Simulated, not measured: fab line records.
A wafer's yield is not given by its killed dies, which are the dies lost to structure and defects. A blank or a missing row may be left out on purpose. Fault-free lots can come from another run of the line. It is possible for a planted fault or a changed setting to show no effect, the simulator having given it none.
fab line records	flow n5-finfet
record lots=6	wafers=18	last-day=17
route steps=1938 shown BEOL_M4@1108 BEOL_M5@1112 PASSIVATION@1936
lots that met no fault: taken from a fault-free run of the same line
start-h: hours from the record's first day to the start of the lot's first wafer shown	wait-h: time in hours since the lot's previous step	" same as the row above	L1.1+2: one row covering several wafers at once	- value missing, or start not given	* or withheld: withheld	< > ~ a bound
route shown NAME@n: names a module that has steps shown in the file, with the first one's number in the route	usual: mean/standard deviation taken from wafers without a fault	same: alike in all rows	chamber/n: place in a boat	sites: the reading at each site	_std_site: their standard deviation	_edge_site: mean of outer sites minus mean of inner sites	radius-mm: how far each site lies from the wafer's centre	mask NAME#n: copy n	behind: the tool/chamber that last shaped the wafer	hold: why the lot was held/for how many hours/how that ended	device: whichever transistor did not switch (one of n, p or np)	end of line: at the end of the route, the tests of the same wafers	for a step that has no rows: nothing shown but its recipe	killed: not the wafer's yield, but the dies lost to structure and defects at the first sort	map: a wafer's dies, x killed, . not, _ none there
set.NAME: the run value of the setting; set.NAME@STEP: its run value at that earlier step	model.NAME: the simulator's own value behind a step, which no gauge read
a table for each step, a row for each wafer; lots at some steps of the route
services: a tool's chamber out of use, with start hour (start-h, from the record's first day; less than 0 if before it), hours out, and reason
## steps
# step N5_BEOL_M4_DEP_57
# recipe material=SiCN	target-thk-a=80	temp-c=withheld	precursor=3MS/NH3	pressure-torr=3	rf-w=202	time-s=14
# usual showerhead-plenum-p-Torr=3.664/0.0088	throttle-valve-pct=9.0/0.37
lot.wafer	tool	chamber	start-h	wait-h	showerhead-plenum-p-Torr	throttle-valve-pct
L257.2	pecvd-01	2	157.95	0.0	3.679	9.1
L257.4	"	0	"	"	3.669	8.9
L257.6	"	0	"	"	3.661	9.2
L259.2	pecvd-01	0	194.63	0.0	3.670	9.0
L259.3	"	1	"	"	3.670	9.3
L259.6	"	2	"	"	3.680	8.6
L266.2	pecvd-04	2	232.12	0.0	3.664	8.3
L266.4	"	1	"	"	3.660	9.7
L266.6	"	0	"	"	3.657	8.7
L273.4	pecvd-01	0	269.07	0.0	3.664	8.9
L273.5	"	1	"	"	3.658	9.3
L273.6	"	2	"	"	3.675	9.1
L277.1	pecvd-03	0	286.05	0.0	3.665	8.7
L277.4	"	1	"	"	3.667	8.7
L277.6	"	0	"	"	3.663	8.6
L276.3	pecvd-04	0	286.35	0.0	3.660	9.0
L276.4	"	1	"	"	3.656	9.4
L276.6	"	2	"	"	3.674	8.5
# step N5_BEOL_M4_RS_MEAS_58
# recipe thk-meas-gauge=four-point-probe	reads=Co_of_BEOL_M4_CO_CAP_55+Cu_of_BEOL_M4_ECD_50+Co_of_BEOL_M4_CVD_47+TaN_of_BEOL_M4_ALD_84
# usual M4_RS=0.673/0.028
lot.wafer	tool	chamber	start-h	wait-h	M4_RS[ohm/sq]
L257.2	film-metro-02	-	158.03	0.1	0.701
L257.4	"	-	"	"	0.684
L257.6	"	-	"	"	0.642
L259.2	film-metro-01	-	194.70	0.1	0.691
L259.3	"	-	"	"	0.664
L259.6	"	-	"	"	0.672
L266.2	film-metro-01	-	232.19	0.1	0.665
L266.4	"	-	"	"	0.666
L266.6	"	-	"	"	0.652
L273.4	film-metro-01	-	269.12	0.0	0.686
L273.5	"	-	"	"	0.760
L273.6	"	-	"	"	0.681
L277.1	film-metro-01	-	286.12	0.0	0.686
L277.4	"	-	"	"	0.684
L277.6	"	-	"	"	0.653
L276.3	film-metro-01	-	286.42	0.1	0.686
L276.4	"	-	"	"	0.664
L276.6	"	-	"	"	0.684
# step N5_BEOL_M4_INSPECT_59
# recipe inspect-instrument=darkfield	mode=post-dep
# usual raw-defect-count=73/24
lot.wafer	tool	chamber	start-h	wait-h	raw-defect-count
L257.2	defect-inspect-01	-	158.06	0.0	53
L257.4	"	-	"	"	88
L257.6	"	-	"	"	75
L259.2	defect-inspect-01	-	194.73	0.0	93
L259.3	"	-	"	"	92
L259.6	"	-	"	"	74
L266.2	defect-inspect-01	-	232.21	0.0	53
L266.4	"	-	"	"	41
L266.6	"	-	"	"	41
L273.4	defect-inspect-01	-	269.15	0.0	61
L273.5	"	-	"	"	89
L273.6	"	-	"	"	77
L277.1	defect-inspect-01	-	286.14	0.0	57
L277.4	"	-	"	"	67
L277.6	"	-	"	"	121
L276.3	defect-inspect-01	-	286.44	0.0	104
L276.4	"	-	"	"	117
L276.6	"	-	"	"	109
# step N5_BEOL_M4_RC_MEAS_101
# usual DIBL_N=36.3/1.2	DIBL_P=36.7/1.5	IOFF_N=0.164/0.02	IOFF_P=0.214/0.024	ION_N=673/8.5	ION_P=461/5.9	SS_N=71.6/0.44	SS_P=73.3/0.55	VT_N=249.4/2.4	VT_P=-250.0/2.3
lot.wafer	tool	chamber	start-h	wait-h	DIBL_N[mV/V]	DIBL_P[mV/V]	IOFF_N[nA/um]	IOFF_P[nA/um]	ION_N[uA/um]	ION_P[uA/um]	SS_N[mV/dec]	SS_P[mV/dec]	VT_N[mV]	VT_P[mV]
L257.2	prober-01	0	158.24	0.2	35.1	35.1	0.145	0.184	670	460	71.3	73.2	251.1	-252.7
L257.4	"	0	"	"	37.0	37.0	0.173	0.213	679	459	72.0	72.8	249.2	-248.5
L257.6	"	0	"	"	33.9	33.9	0.127	0.173	668	459	71.4	72.7	253.1	-251.3
L259.2	prober-01	0	194.91	0.2	35.8	38.1	0.168	0.214	678	462	71.2	73.9	247.9	-252.2
L259.3	"	0	"	"	34.7	36.0	0.141	0.180	669	455	70.6	72.5	251.3	-251.2
L259.6	"	0	"	"	35.6	36.7	0.156	0.194	668	455	72.1	72.8	250.0	-253.7
L266.2	prober-01	0	232.39	0.2	37.4	38.2	0.176	0.252	673	467	72.1	73.2	248.4	-246.0
L266.4	"	0	"	"	36.3	37.4	0.160	0.228	664	460	71.9	73.2	248.9	-250.0
L266.6	"	0	"	"	37.3	38.4	0.179	0.254	678	466	71.8	74.4	247.0	-246.8
L273.4	prober-02	0	269.64	0.5	35.1	35.0	0.141	0.202	673	470	71.4	73.9	250.7	-248.7
L273.5	"	0	"	"	36.4	36.7	0.170	0.235	684	469	71.8	73.5	247.5	-247.0
L273.6	"	0	"	"	36.2	35.9	0.164	0.214	674	464	71.7	73.3	249.1	-249.4
L277.1	prober-02	0	286.17	0.0	37.4	36.7	0.173	0.218	677	464	71.2	72.6	249.8	-250.0
L277.4	"	0	"	"	36.9	35.8	0.159	0.203	656	453	71.7	73.3	250.4	-253.3
L277.6	"	0	"	"	36.5	35.9	0.157	0.211	668	459	71.1	73.2	249.5	-249.3
L276.3	prober-01	0	286.79	0.3	35.1	35.0	0.169	0.209	679	461	71.6	72.9	248.7	-251.1
L276.4	"	0	"	"	34.8	35.3	0.159	0.197	676	460	71.4	73.4	249.4	-250.2
L276.6	"	0	"	"	35.9	36.5	0.183	0.225	676	459	71.9	74.0	246.8	-248.9
# step N5_BEOL_M5_ILD_DEP_00
# recipe material=SiCOH_lowk	target-thk-a=1406.4	temp-c=300	precursor=DEMS/porogen	pressure-torr=5	rf-w=500	time-s=25.9
# usual heater-power-w=262/44	showerhead-plenum-p-Torr=5.738/0.016	throttle-valve-pct=13.7/0.54
lot.wafer	tool	chamber	start-h	wait-h	heater-power-w	showerhead-plenum-p-Torr	throttle-valve-pct
L257.2	pecvd-02	1	159.06	0.7	286	5.753	14.3
L257.4	"	1	"	"	296	5.740	14.5
L257.6	"	2	"	"	311	5.740	12.8
L259.2	pecvd-02	1	195.71	0.7	312	5.757	14.6
L259.3	"	0	"	"	259	5.716	14.6
L259.6	"	2	"	"	324	5.740	12.9
L266.2	pecvd-01	0	233.20	0.7	200	5.745	13.9
L266.4	"	0	"	"	201	5.749	13.7
L266.6	"	1	"	"	200	5.736	13.9
L273.4	pecvd-03	2	270.16	0.4	311	5.733	13.2
L273.5	"	0	"	"	287	5.738	13.6
L273.6	"	1	"	"	245	5.729	13.3
L277.1	pecvd-03	0	287.13	0.8	273	5.754	13.3
L277.4	"	2	"	"	290	5.723	13.5
L277.6	"	0	"	"	280	5.728	13.7
L276.3	pecvd-01	1	287.45	0.5	246	5.764	13.9
L276.4	"	2	"	"	169	5.750	14.0
L276.6	"	0	"	"	213	5.728	13.9
# step N5_BEOL_M5_CURE_79
# recipe temp-c=385	time-s=240	ambient=He/Ar	material=SiCOH_lowk
# step N5_BEOL_M5_THK_MEAS_01
# recipe reads=SiCOH_lowk_of_BEOL_M5_ILD_DEP_00
# usual M5_ILD_THK=120.8/1.4
lot.wafer	tool	chamber	start-h	wait-h	M5_ILD_THK[nm]
L257.2	film-metro-02	-	159.63	0.4	118.5
L257.4	"	-	"	"	120.1
L257.6	"	-	"	"	120.5
L259.2	film-metro-02	-	196.29	0.4	120.1
L259.3	"	-	"	"	119.4
L259.6	"	-	"	"	120.8
L266.2	film-metro-02	-	233.77	0.4	120.2
L266.4	"	-	"	"	120.9
L266.6	"	-	"	"	122.8
L273.4	film-metro-01	-	270.71	0.2	122.0
L273.5	"	-	"	"	121.2
L273.6	"	-	"	"	121.5
L277.1	film-metro-01	-	287.70	0.4	119.4
L277.4	"	-	"	"	123.2
L277.6	"	-	"	"	121.3
L276.3	film-metro-02	-	288.30	0.3	119.5
L276.4	"	-	"	"	122.7
L276.6	"	-	"	"	121.8
# step N5_BEOL_M5_PECVD_70
# recipe material=SiO2	target-thk-a=160	temp-c=400	precursor=TEOS/O2	pressure-torr=5.5	rf-w=450	teos-flow-sccm=53.8	gas=O2	flow-sccm=3000	time-s=18
# usual heater-power-w=613/76	showerhead-plenum-p-Torr=8.78/0.053	throttle-valve-pct=22.1/0.72
lot.wafer	tool	chamber	start-h	wait-h	heater-power-w	showerhead-plenum-p-Torr	throttle-valve-pct
L257.2	pecvd-03	1	159.67	0.0	543	8.76	21.9
L257.4	"	1	"	"	548	8.74	21.6
L257.6	"	2	"	"	645	8.71	21.3
L259.2	pecvd-01	1	196.32	0.0	528	8.76	22.3
L259.3	"	2	"	"	467	8.84	21.9
L259.6	"	0	"	"	612	8.80	22.4
L266.2	pecvd-01	2	233.81	0.0	540	8.86	22.0
L266.4	"	1	"	"	550	8.79	22.3
L266.6	"	1	"	"	569	8.78	22.4
L273.4	pecvd-03	1	270.77	0.1	594	8.77	21.3
L273.5	"	0	"	"	643	8.77	21.5
L273.6	"	2	"	"	812	8.68	21.3
L277.1	pecvd-02	0	287.74	0.0	648	8.65	23.6
L277.4	"	0	"	"	646	8.67	23.9
L277.6	"	1	"	"	717	8.85	23.0
L276.3	pecvd-01	2	288.34	0.0	532	8.83	22.3
L276.4	"	1	"	"	516	8.80	22.4
L276.6	"	0	"	"	592	8.80	22.2
# step N5_BEOL_M5_HM_DEP_02
# recipe material=TiN	target-thk-a=200	temp-c=25	chamber-pressure-pa=0.49996
# usual throttle-valve-pct=29.7/0.96
lot.wafer	tool	chamber	start-h	wait-h	throttle-valve-pct
L257.2	pvd-sputter-02	-	159.81	0.1	30.0
L257.4	"	-	"	"	28.6
L257.6	"	-	"	"	28.5
L259.2	pvd-sputter-02	-	196.50	0.2	29.0
L259.3	"	-	"	"	28.3
L259.6	"	-	"	"	28.9
L266.2	pvd-sputter-02	-	233.88	0.1	28.3
L266.4	"	-	"	"	30.2
L266.6	"	-	"	"	30.0
L273.4	pvd-sputter-03	-	271.08	0.3	28.9
L273.5	"	-	"	"	29.7
L273.6	"	-	"	"	27.9
L277.1	pvd-sputter-02	-	289.05	1.3	28.2
L277.4	"	-	"	"	30.6
L277.6	"	-	"	"	30.1
L276.3	pvd-sputter-01	-	289.26	0.9	28.6
L276.4	"	-	"	"	30.9
L276.6	"	-	"	"	30.3
# step N5_BEOL_M5_COAT_59
# recipe resist=SOC	temp-c=250	time-s=60	spin-rpm=1500	resist-thk-nm=60
# step N5_BEOL_M5_COAT_60
# recipe resist=SiARC	temp-c=220	time-s=60	spin-rpm=1500	resist-thk-nm=12
# step N5_BEOL_M5_COAT_71
# recipe resist=underlayer	temp-c=205	time-s=60	spin-rpm=1500	resist-thk-nm=5
# step N5_BEOL_M5_COAT_05
# recipe resist=CAR-EUV	spin-rpm=1500	resist-thk-nm=30
# usual chill-plate-temp-C=23.01/0.1	spin-speed-rpm=1499.9/1.1
lot.wafer	tool	chamber	start-h	wait-h	chill-plate-temp-C	spin-speed-rpm	model.CAR-EUV_of_BEOL_M5_COAT_05.thk-nm
L257.2	litho-track-05	0	159.95	-	23.01	1500.5	30
L257.4	"	0	"	"	22.92	1501.6	30
L257.6	"	0	"	"	23.03	1501.9	30
L259.2	litho-track-03	0	196.64	-	23.12	1500.6	30
L259.3	"	0	"	"	23.06	1498.4	30
L259.6	"	0	"	"	23.11	1500.0	30
L266.2	litho-track-04	0	234.02	-	23.02	1499.5	30
L266.4	"	0	"	"	22.92	1500.4	30.2
L266.6	"	0	"	"	22.94	1499.8	30.2
L273.4	litho-track-05	0	271.22	-	23.08	1500.4	30
L273.5	"	0	"	"	22.95	1499.5	29.8
L273.6	"	0	"	"	22.99	1499.9	30
L277.1	litho-track-03	0	289.18	-	22.92	1707.4	28.2
L277.4	"	0	"	"	23.09	1700.9	28.4
L277.6	"	0	"	"	22.84	1707.6	28.2
L276.3	litho-track-03	0	289.39	-	23.18	1703.2	28.2
L276.4	"	0	"	"	23.08	1703.3	28.2
L276.6	"	0	"	"	23.05	1704.7	28.2
# step N5_BEOL_M5_EBR_07
# recipe solvent=PGMEA	ebr-width-mm=1.5
# step N5_BEOL_M5_SOFTBAKE_06
# recipe temp-c=110	time-s=60	resist=CAR-EUV
# step N5_BEOL_M5_EXPOSE_08
# recipe mask-id=M5	na=0.33	source-shape=annular	sigma-inner=0.4	sigma-outer=0.8	polarization=unpolarized	target-cd-nm=28	dose-mj=35.75
# step N5_BEOL_M5_PEB_09
# recipe peb-temp-c=100	peb-time-s=60	resist=CAR-EUV
# step N5_BEOL_M5_DEVELOP_10
# recipe develop-time-s=30	developer=TMAH	resist=CAR-EUV	rinse-liquid=surfactant-rinse	dry=air-spin	dev-temp-c=23
# step N5_BEOL_M5_CD_MEAS_11
# recipe target-cd-nm=27.74	landing-energy-ev=500	detector=se-inlens
# usual cd-nm=27.94/0.25
lot.wafer	tool	chamber	start-h	wait-h	cd-nm
L257.2	cd-sem-01	0	160.20	-	27.61
L257.4	"	0	"	"	28.27
L257.6	"	0	"	"	28.18
L259.2	cd-sem-01	0	196.90	-	28.08
L259.3	"	0	"	"	27.69
L259.6	"	0	"	"	28.01
L266.2	cd-sem-02	0	234.28	-	27.64
L266.4	"	0	"	"	27.85
L266.6	"	0	"	"	27.75
L273.4	cd-sem-01	0	271.60	-	28.14
L273.5	"	0	"	"	27.74
L273.6	"	0	"	"	27.85
L277.1	cd-sem-03	0	289.57	-	27.79
L277.4	"	0	"	"	28.10
L277.6	"	0	"	"	28.06
L276.3	cd-sem-03	0	289.77	-	28.14
L276.4	"	0	"	"	28.04
L276.6	"	0	"	"	27.97
# step N5_BEOL_M5_OVL_MEAS_12
# recipe points-per-wafer=522
# usual M5_OVL=-0.1/0.71
lot.wafer	tool	chamber	start-h	wait-h	M5_OVL[nm]
L257.2	overlay-01	0	160.24	0.0	-1.3
L257.4	"	0	"	"	-0.1
L257.6	"	0	"	"	0.8
L259.2	overlay-01	0	196.93	0.0	-1.4
L259.3	"	0	"	"	-0.5
L259.6	"	0	"	"	-0.6
L266.2	overlay-01	0	234.31	0.0	-1.2
L266.4	"	0	"	"	0.0
L266.6	"	0	"	"	0.0
L273.4	overlay-01	0	271.65	0.0	-0.1
L273.5	"	0	"	"	0.1
L273.6	"	0	"	"	1.4
L277.1	overlay-02	0	289.60	0.0	-0.2
L277.4	"	0	"	"	0.3
L277.6	"	0	"	"	0.4
L276.3	overlay-02	0	289.81	0.0	0.6
L276.4	"	0	"	"	0.1
L276.6	"	0	"	"	0.2
# step N5_BEOL_M5_INSPECT_13
# recipe mode=adi	inspect-instrument=brightfield
# usual raw-defect-count=412/98
lot.wafer	tool	chamber	start-h	wait-h	raw-defect-count
L257.2	defect-inspect-01	-	160.29	0.0	274
L257.4	"	-	"	"	485
L257.6	"	-	"	"	524
L259.2	defect-inspect-02	-	196.99	0.0	393
L259.3	"	-	"	"	418
L259.6	"	-	"	"	322
L266.2	defect-inspect-02	-	234.36	0.0	413
L266.4	"	-	"	"	364
L266.6	"	-	"	"	326
L273.4	defect-inspect-01	-	271.69	0.0	449
L273.5	"	-	"	"	620
L273.6	"	-	"	"	466
L277.1	defect-inspect-01	-	289.65	0.1	398
L277.4	"	-	"	"	354
L277.6	"	-	"	"	482
L276.3	defect-inspect-01	-	289.86	0.0	446
L276.4	"	-	"	"	570
L276.6	"	-	"	"	389
# step N5_BEOL_M5_DESCUM_16
# recipe chemistry=O2	time-s=7	source-power-w=50	bias-power-w=20	pressure-mtorr=20	rf-frequency-hz=2.712e+07	temp-c=40	resist=CAR-EUV	o2-flow-sccm=225
# usual drypump-motor-current-A=5.8/0.51	oes-product-au=0.81/0.083	rf-vpp-V=243.7/1.4	showerhead-plenum-p-Torr=2.12/0.074	throttle-valve-pct=20.43/0.22
lot.wafer	tool	chamber	start-h	wait-h	drypump-motor-current-A	oes-product-au	rf-hours-counter-h	rf-vpp-V	showerhead-plenum-p-Torr	throttle-valve-pct	model.CAR-EUV_of_BEOL_M5_COAT_05.thk-nm
L257.2	rie-diel-05	2	160.33	0.0	5.4	0.74	171	243.2	2.08	20.73	26
L257.4	"	1	"	"	5.8	0.75	-	244.2	2.18	20.60	26
L257.6	"	3	"	"	5.7	0.68	-	241.1	1.98	20.68	26
L259.2	rie-diel-02	3	197.62	0.6	6.6	0.94	14	242.4	2.15	20.18	26
L259.3	"	1	"	"	5.6	0.74	166	244.2	2.18	20.53	26
L259.6	"	1	"	"	5.6	0.74	-	244.9	2.18	20.54	26
L266.2	rie-diel-05	3	234.40	0.0	5.8	0.93	12	245.4	2.23	20.33	26.2
L266.4	"	0	"	"	5.6	0.93	19	241.5	2.06	20.09	26.2
L266.6	"	3	"	"	5.8	0.92	-	245.9	2.23	20.31	26.2
L273.4	rie-diel-05	3	271.78	0.1	5.7	0.91	20	244.6	2.23	20.34	26
L273.5	"	3	"	"	5.7	0.91	-	245.7	2.23	20.33	26
L273.6	"	0	"	"	5.6	0.91	-	242.7	2.06	20.10	26
L277.1	rie-diel-06	0	289.73	0.1	5.7	0.81	74	244.0	2.11	20.07	24.2
L277.4	"	2	"	"	6.5	0.74	184	242.7	2.08	20.57	24.4
L277.6	"	3	"	"	6.6	0.80	-	242.2	2.03	20.51	24.4
L276.3	rie-diel-02	3	289.92	0.1	6.7	0.88	45	245.8	2.14	20.24	24.2
L276.4	"	2	"	"	5.1	0.78	109	241.8	2.02	20.36	24.4
L276.6	"	3	"	"	6.6	0.88	-	243.4	2.14	20.21	24.4
# step N5_BEOL_M5_ETCH_72
# recipe chemistry=N2/H2	target=underlayer	target-depth-a=65	mask-material=CAR-EUV	time-s=5.2	ion-energy-ev=200	pressure-mtorr=30	source-w=840	bias-w=150	n2-flow-sccm=200	h2-flow-sccm=200	ends=cleared
# usual drypump-motor-current-A=5.8/0.51	etch-rf-on-time-s=5.20/0.093	oes-product-au=0.69/0.07	rf-vpp-V=524.8/2.8	showerhead-plenum-p-Torr=2.58/0.091	throttle-valve-pct=17.89/0.27
lot.wafer	tool	chamber	start-h	wait-h	drypump-motor-current-A	etch-rf-on-time-s	oes-product-au	rf-hours-counter-h	rf-vpp-V	showerhead-plenum-p-Torr	throttle-valve-pct
L257.2	rie-diel-05	2	160.36	0.0	5.4	5.21	0.64	171	524.2	2.54	18.27
L257.4	"	1	"	"	5.9	5.28	0.64	-	526.0	2.64	18.16
L257.6	"	3	"	"	5.7	5.27	0.59	-	517.6	2.40	18.18
L259.2	rie-diel-02	3	197.65	0.0	6.6	5.10	0.80	14	525.1	2.59	17.44
L259.3	"	1	"	"	5.5	5.30	0.63	166	525.8	2.65	18.09
L259.6	"	1	"	"	5.6	5.30	0.63	-	525.6	2.65	18.08
L266.2	rie-diel-05	3	234.43	0.0	5.7	5.18	0.80	12	527.6	2.71	17.78
L266.4	"	0	"	"	5.7	5.14	0.78	19	525.2	2.50	17.56
L266.6	"	3	"	"	5.7	5.15	0.79	-	530.5	2.71	17.76
L273.4	rie-diel-05	3	271.81	0.0	5.8	5.09	0.78	20	528.4	2.70	17.80
L273.5	"	3	"	"	5.7	5.11	0.77	-	526.2	2.70	17.79
L273.6	"	0	"	"	5.6	5.06	0.78	-	523.5	2.49	17.55
L277.1	rie-diel-06	0	289.76	0.0	5.7	5.12	0.70	74	525.4	2.58	17.65
L277.4	"	2	"	"	6.5	5.31	0.63	184	525.1	2.52	17.87
L277.6	"	3	"	"	6.6	5.27	0.67	-	521.7	2.46	17.86
L276.3	rie-diel-02	3	289.95	0.0	6.6	5.10	0.73	45	526.2	2.58	17.49
L276.4	"	2	"	"	5.1	5.30	0.66	109	521.7	2.46	17.72
L276.6	"	3	"	"	6.6	5.10	0.74	-	526.5	2.58	17.51
# step N5_PASSIVATION_PROBE_49
# usual defect-limited-yield=91.2/1.5	killed_at_M0_to_M3=35/11	killed_at_M4_up=13/5.6	killed-at-contacts=13/6.3	killed-at-front-end=38/12	killed-at-other=3.7/2.9	killed-dies=104/18	killed-open=69/13	killed-short=34/8.3	sort_bin_5_function=5.2/0.95	sort_bin_6_memory=3.3/0.68	sort-n-pass=1076/18	sort-yield-pct=91.2/1.5
# same gross-dies=1180	killed-at-back-side=0	sort_bin_4_leakage[%]=0	sort_bin_8_speed[%]=0
lot.wafer	tool	chamber	start-h	wait-h	defect-limited-yield[%]	killed_at_M0_to_M3	killed_at_M4_up	killed-at-contacts	killed-at-front-end	killed-at-other	killed-dies	killed-open	killed-short	sort_bin_5_function[%]	sort_bin_6_memory[%]	sort-n-pass	sort-yield-pct[%]
L257.2	prober-02	-	244.72	0.1	93.2	28	8	9	31	4	80	48	32	4.0	2.5	1100	93.2
L257.4	prober-02	-	244.82	0.2	93.1	22	8	14	32	5	81	53	25	4.7	2.1	1099	93.1
L257.6	prober-02	-	244.92	0.3	94.0	21	9	4	30	7	71	46	24	3.9	1.9	1109	94.0
L266.4	prober-01	-	338.29	0.3	90.7	43	14	14	37	2	110	74	34	5.3	3.6	1070	90.7
L276.3	prober-01	-	393.66	0.1	92.6	36	9	11	28	3	87	59	27	4.8	2.3	1093	92.6
L276.4	prober-01	-	393.71	0.2	90.5	57	13	9	25	8	112	77	35	5.5	3.6	1068	90.5
L276.6	prober-01	-	393.81	0.3	89.4	59	12	14	34	6	125	84	41	5.8	4.3	1055	89.4
# killed by level:class
L257.2 BEOL_M3:geometric-particle:open=12 STI_FIN_REVEAL:geometric-particle:open=7 MOL_CONTACT_COAG:geometric-particle:open=7 BEOL_M0_SAQP:geometric-particle:short=5 BEOL_M0_SAQP:geometric-particle:open=5 BEOL_M6:geometric-particle:open=4 STARTING-WAFER:geometric-particle:open=4 STARTING-WAFER:geometric-particle:short=4
L257.4 MOL_CONTACT_COAG:geometric-particle:open=10 BEOL_M2:geometric-particle:open=8 BEOL_M0_SAQP:geometric-particle:open=7 STI_FIN_REVEAL:geometric-particle:open=6 DUMMY_GATE:geometric-particle:open=5 STARTING-WAFER:geometric-particle:short=5 FIN_SAQP:geometric-particle:open=3 MOL_CONTACT_COAG:geometric-particle:short=3
L257.6 BEOL_M2:geometric-particle:open=11 FIN_SAQP:geometric-particle:open=7 FIN_SAQP:geometric-particle:short=4 STI_FIN_REVEAL:geometric-particle:open=4 STARTING-WAFER:geometric-particle:short=4 ILD0:geometric-particle:short=3 GATE_CUT:geometric-particle:open=3 MOL_CONTACT_COAG:geometric-particle:open=3
L266.4 BEOL_M2:geometric-particle:open=14 MOL_CONTACT_COAG:geometric-particle:open=13 STI_FIN_REVEAL:geometric-particle:open=10 GATE_CUT:geometric-particle:open=6 BEOL_M1:geometric-particle:open=6 BEOL_M0_SAQP:geometric-particle:open=6 GATE_CUT:geometric-particle:short=5 BEOL_M0_SAQP:geometric-particle:short=5
L276.3 FIN_SAQP:geometric-particle:open=11 BEOL_M3:geometric-particle:open=10 BEOL_M1:geometric-particle:open=8 MOL_CONTACT_COAG:geometric-particle:open=7 FIN_SAQP:geometric-particle:short=6 BEOL_M2:geometric-particle:open=6 BEOL_M0_SAQP:geometric-particle:short=5 MOL_CONTACT_COAG:geometric-particle:short=4
L276.4 BEOL_M0_SAQP:geometric-particle:short=14 BEOL_M0_SAQP:geometric-particle:open=11 BEOL_M2:geometric-particle:open=9 BEOL_M3:geometric-particle:open=9 BEOL_M1:geometric-particle:open=8 FIN_SAQP:geometric-particle:open=6 STI_FIN_REVEAL:geometric-particle:open=6 MOL_CONTACT_COAG:geometric-particle:open=6
L276.6 BEOL_M3:geometric-particle:open=19 MOL_CONTACT_COAG:geometric-particle:open=12 FIN_SAQP:geometric-particle:short=9 BEOL_M2:geometric-particle:open=9 FIN_SAQP:geometric-particle:open=7 BEOL_M1:geometric-particle:open=7 BEOL_M3:geometric-particle:short=6 BEOL_M0_SAQP:geometric-particle:open=5
## services
tool	chamber	start-h	hours	kind
rie-diel-05	0	134.07	5.7	repair
pecvd-04	-	140.80	0.6	repair
rie-diel-02	3	143.56	-	clean
rie-diel-02	3	143.56	-	consumable-replace:focus-ring
pecvd-01	1	157.75	2.1	scheduled-down
rie-diel-05	0	159.98	-	clean
rie-diel-05	0	159.98	-	consumable-replace:focus-ring
rie-diel-05	0	159.98	15.6	scheduled-down
rie-diel-05	0	159.98	15.6	vent-cycle
pecvd-03	2	166.60	19.3	repair
pecvd-01	-	168.36	5.5	pm
pecvd-04	-	172.05	0.9	repair
rie-diel-05	3	175.58	-	clean
rie-diel-05	3	175.58	-	consumable-replace:focus-ring
rie-diel-05	3	175.58	-	consumable-replace:showerhead
rie-diel-05	3	175.58	22.7	scheduled-down
rie-diel-05	3	175.58	22.7	vent-cycle
rie-diel-02	2	187.47	42.2	repair
rie-diel-05	-	197.43	0.5	repair
pecvd-01	0	209.19	2.1	scheduled-down
pecvd-01	0	233.76	9.1	repair
pecvd-02	1	242.54	2.1	repair
pecvd-03	-	263.84	1.6	repair
pecvd-02	-	266.62	1.8	repair
## key
first-sign step=N5_BEOL_M5_COAT_05	reading=spin-speed-rpm	direction=up	sigmas=99+	usual=*	struck=*
effect none on later readings
model-effect step=N5_BEOL_M5_COAT_05	value=CAR-EUV_of_BEOL_M5_COAT_05.thk-nm	without=30.13	struck=28.23
model-effect step=N5_BEOL_M5_DESCUM_16	value=CAR-EUV_of_BEOL_M5_COAT_05.thk-nm	without=26.13	struck=24.33
met-at N5_BEOL_M5_COAT_05
struck-wafers L276.3,L276.4,L276.6,L277.1,L277.4,L277.6
onset-between 196.64 289.18
fault kind=process-parameter-drift	tool=litho-track-03	chamber=-	onset-h=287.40	steps=N5_BEOL_M5_COAT_05	channel=spin-rpm	offset=*	shape=step	end-h=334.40	acts-in=*	stated=*
